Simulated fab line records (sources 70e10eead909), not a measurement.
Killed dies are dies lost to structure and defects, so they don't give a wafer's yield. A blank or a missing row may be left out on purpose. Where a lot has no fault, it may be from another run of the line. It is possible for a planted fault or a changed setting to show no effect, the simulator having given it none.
Chamber matching ; flow nandHarc ; NHARC_A_STAIRCASE_DEP_417 on pecvd-03 has 3 sister chambers
The step deposits Si3N4, target thk 60 nm. 6 wafers are shown with their chamber, then 10 later ones without.

EACH WAFER AND ITS CHAMBER
wafer;chamber;heaterPowerW (W);rfFwdPowerW (W)
L086.4;1;701;447.5
L085.1;1;683;451.2
L085.2;2;647;445.4
L085.5;0;791;448.1
L088.3;0;808;448.1
L088.4;2;692;447.2

WAFERS MISSING THEIR CHAMBER
wafer;heaterPowerW (W);rfFwdPowerW (W)
L088.6;806;448.0
L091.2;679;447.0
L091.3;686;447.1
L091.6;795;448.8
L089.4;650;449.3
L089.5;639;448.4
L089.6;787;447.9
L097.4;818;448.9
L097.5;694;449.6
L097.6;678;449.1

WHICH CHAMBER EACH ONE RAN IN
wafer;from the rows above;in truth
L088.6;0;0
L091.2;can't be placed: 2 or 1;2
L091.3;can't be placed: 2 or 1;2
L091.6;0;0
L089.4;can't be placed: 1 or 2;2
L089.5;can't be placed: 2 or 1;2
L089.6;0;0
L097.4;0;0
L097.5;1;1
L097.6;can't be placed: 1 or 2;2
Correctly placed: 5 of 10. Can't be placed from these rows: 5 (the true chamber is among the candidates in 5). 0 placed wrongly.
How it was worked out, from the rows above alone: a wafer's distance from a chamber is the root of the sum, over the readings, of the square of ((its reading less the chamber's mean) divided by the reading's scatter). The wafer belongs to the nearest chamber; if the next one is less than 2 further off, it can't be placed. The mean given for a chamber averages the wafers shown for that chamber. How the scatter is found: for the shown wafers, subtract from each reading the mean of its chamber, square and add these, divide the total by (wafers less chambers), then take the root.
